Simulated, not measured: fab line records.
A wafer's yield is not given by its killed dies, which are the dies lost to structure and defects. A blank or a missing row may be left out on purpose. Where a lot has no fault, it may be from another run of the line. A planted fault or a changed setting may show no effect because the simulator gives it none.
Split-lot study	flow n5 finfet	on a route of 1938 steps: 7 lots, 21 wafers read

## ON THE SPLIT
At N5_BEOL_M4_COAT_62 (time 60 s, resist thk 12 nm), the setting spin rpm was moved away from the recipe's 1500 rpm on 6 of the 21 wafers read, by -8.7% to +6.1%. For the rest of the wafers, this setting stayed at what the recipe calls for.

## FROM THE SPLIT TO THE READING: what the file shows between them, 4 steps
- N5_BEOL_M4_COAT_73: time 60 s, resist thk 5 nm
- N5_BEOL_M4_COAT_05: resist thk 30 nm
- N5_BEOL_M4_DESCUM_16: chemistry O2, time 7 s
- N5_BEOL_M4_ETCH_74: etches underlayer in N2/H2, target depth 6.5 nm, time 5.2 s

## THE READING
CAR-EUV_of_BEOL_M4_COAT_05.thk nm (the simulator's own value, which no gauge read), in nm, at N5_BEOL_M4_ETCH_63 (etches SiARC in CF4, target depth 15.6 nm, time 26 s). The file does not state a usual value for it. Across the 15 wafers here that went through the recipe, the average is 11.1 nm and the standard deviation 0.1 nm.

wafer	tool, chamber at the split	spin rpm as run, rpm	against the recipe	CAR-EUV_of_BEOL_M4_COAT_05.thk nm, nm	against lot-mates on the recipe
L074.2	litho track-02, 0	1433	-4.5%	11	-0.2
L074.3	litho track-02, 0	1500	recipe	11.2	-
L074.4	litho track-02, 0	1433	-4.5%	11	-0.2
L078.2	litho track-03, 0	1369	-8.7%	10.6	-0.6
L078.3	litho track-03, 0	1369	-8.7%	10.8	-0.4
L078.5	litho track-03, 0	1500	recipe	11.2	-
L081.1	litho track-02, 0	1592	+6.1%	11.4	+0.4
L081.3	litho track-02, 0	1592	+6.1%	11.4	+0.4
L081.4	litho track-02, 0	1500	recipe	11	-
L084.1	litho track-04, 0	1500	recipe	11	-
L084.2	litho track-04, 0	1500	recipe	11	-
L084.6	litho track-04, 0	1500	recipe	11	-
L089.2	litho track-03, 0	1500	recipe	11.2	-
L089.4	litho track-03, 0	1500	recipe	11.2	-
L089.6	litho track-03, 0	1500	recipe	11	-
L091.2	litho track-02, 0	1500	recipe	11	-
L091.3	litho track-02, 0	1500	recipe	11.2	-
L091.5	litho track-02, 0	1500	recipe	11.2	-
L097.1	litho track-04, 0	1500	recipe	11	-
L097.4	litho track-04, 0	1500	recipe	11	-
L097.5	litho track-04, 0	1500	recipe	11.2	-

THE FIT
A straight line over all 21 wafers: CAR-EUV_of_BEOL_M4_COAT_05.thk nm changes by +0.0435 nm for each +1% of spin rpm; r = +0.85; the points scatter about the line by 0.1 nm.
The same after taking each lot's own level away (the mean of its wafers on the recipe; 21 wafers): +0.0582 nm for each +1%; r = +0.94; scatter 0.076 nm.
That fit puts the effect of the largest move of spin rpm on the reading at 0.51 nm.
From 11.00 to 11.20 nm: that is the span of the lots' own levels, equal to 2.0 times the standard deviation above.
So the slope is not independent of the lot-to-lot level: the two fits are not the same.
Check: with one of the wafers moved furthest among these (-8.7%) left out of the fit, the line predicts -0.454 nm for it against its lot-mates. Against them it came out at -0.6 nm.

## ADDITIONAL SPLITS CARRIED BY THESE WAFERS
These wafers also went through other splits before the reading. Each is held against what the fit with the lots' levels taken away leaves over:
other split on the same wafers	wafers away from the commonest value	r with CAR-EUV_of_BEOL_M4_COAT_05.thk nm (lot level and that fit taken away)
N5_BEOL_M3_PECVD_72 temp c	8	-0.42
N5_BEOL_M3_EXPOSE_08 dose mj	7	+0.13

## THE WHOLE CHAIN: every reading that the file lists as answering this split, in the file's order
step	what it does	reading	change (the file's fit)	r (the file's)
N5_BEOL_M4_COAT_62	time 60 s, resist thk 12 nm	SiARC_of_BEOL_M4_COAT_62.thk nm (the simulator's own value, which no gauge read)	-0.0576 nm for each +1% of the setting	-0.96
N5_BEOL_M4_ETCH_63	etches SiARC in CF4, target depth 15.6 nm, time 26 s	etch.depth nm (the simulator's own value, which no gauge read)	-0.0634 nm for each +1% of the setting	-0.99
N5_BEOL_M4_ETCH_63	etches SiARC in CF4, target depth 15.6 nm, time 26 s	CAR-EUV_of_BEOL_M4_COAT_05.thk nm (the simulator's own value, which no gauge read)	+0.0576 nm for each +1% of the setting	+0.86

## THE FILE'S OWN FIT
CAR-EUV_of_BEOL_M4_COAT_05.thk nm changes by +0.0576 nm for each +1% of spin rpm, r = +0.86.
